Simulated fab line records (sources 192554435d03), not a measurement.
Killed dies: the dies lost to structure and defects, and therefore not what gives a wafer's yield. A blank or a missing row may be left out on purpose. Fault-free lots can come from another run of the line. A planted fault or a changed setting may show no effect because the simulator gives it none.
Problem report, 8D (eight disciplines) form, completed by code	flow n5Finfet	the parts of the form that need people (team, actions taken, sign-off) are left out

## 1. PROBLEM STATEMENT
exposureDoseMJCm2 at N5_BEOL_M8_EXPOSE_25 reads a mean of 41.65 on 9 wafers of 3 lots; wafers without a fault read 42.46 with a standard deviation of 0.057. That is -14 standard deviations from the usual mean.
The step: exposes mask V7, target cd 40 nm.
Earliest sighting: wafer L198.3 on euvScanner-01 at day 10 17:18. Wafers with a number at this step in the record: 33, from 11 lots. The rule behind "out" and "out of limits": a value lying over 4 standard deviations away from the usual mean. The other wafers with a number count as sound.

## 2. WHAT IT IS, WHAT IT ISN'T
question	is	is not
which readings at this step	exposureDoseMJCm2	-
which lots	L198, L199, L200	L192, L193, L194, L196, L208, L210, L213, L215
which wafers of those lots	all that have a number	-
read on which tools	euvScanner-01	euvScanner-02
when	from day 10 17:18	up to then (12 sound wafers); but 12 sound wafers of L208, L210, L213, L215 came after

## 3. WHAT RULES OUT EACH SUSPECT
Counting: a tool at any process step up to the reading remains a suspect when it ran all the lots that are out and ran no sound lot after the first of those.
- euvScanner-01 at N5_BEOL_M8_EXPOSE_25 (exposes mask V7, target cd 40 nm): kept. All lots that are out passed through it, beginning with L198 at day 10 17:18, and no sound lot followed; its final sound lot before that point was L196 at day 10 11:31. Out on those wafers are its own readings of exposureDoseMJCm2.
After counting, what remains is euvScanner-01 at N5_BEOL_M8_EXPOSE_25.

## 4. THE CAUSE (what the simulator had put in)
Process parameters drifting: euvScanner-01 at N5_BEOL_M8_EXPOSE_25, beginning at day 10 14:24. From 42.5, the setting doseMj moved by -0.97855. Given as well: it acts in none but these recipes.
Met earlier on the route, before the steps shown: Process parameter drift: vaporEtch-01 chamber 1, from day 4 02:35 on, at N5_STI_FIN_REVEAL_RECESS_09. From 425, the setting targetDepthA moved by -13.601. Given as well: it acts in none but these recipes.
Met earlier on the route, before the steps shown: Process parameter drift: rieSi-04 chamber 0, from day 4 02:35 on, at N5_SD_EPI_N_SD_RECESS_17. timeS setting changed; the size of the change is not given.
After counting, this tool was the only one left.

## 5. THE EFFECT CHAIN, in route order
Each row: a reading where the mean over the struck wafers with a number is more than 3 standard deviations away from the usual. Readings are gone through only where the record gives a usual standard deviation; hours: the median, over the lots, of the time from a lot's start at the first step in this table giving one to that lot's start at this step; sigmas: the change measured in usual standard deviations.
hours	step	reading	usual	on struck wafers	change	sigmas
0	N5_BEOL_M8_EXPOSE_25	exposureDoseMJCm2	42.46	41.65	-0.81	-14
68	N5_PASSIVATION_PROBE_49	sort_bin_8_speed	0.00 %	0.42	+0.42	+26
Its process steps:
- N5_BEOL_M8_EXPOSE_25: exposes mask V7, target cd 40 nm.
- N5_PASSIVATION_PROBE_49
Later steps that measure or inspect, where all struck wafers having a row at the step show a number for every such reading and not one has moved that far: N5_BEOL_M8_OVL_MEAS_29.

## 6. WHAT WOULD HAVE CAUGHT IT SOONER
The fault began at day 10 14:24; the first out-of-limits reading in this record came at day 10 17:18, 3 hours later.
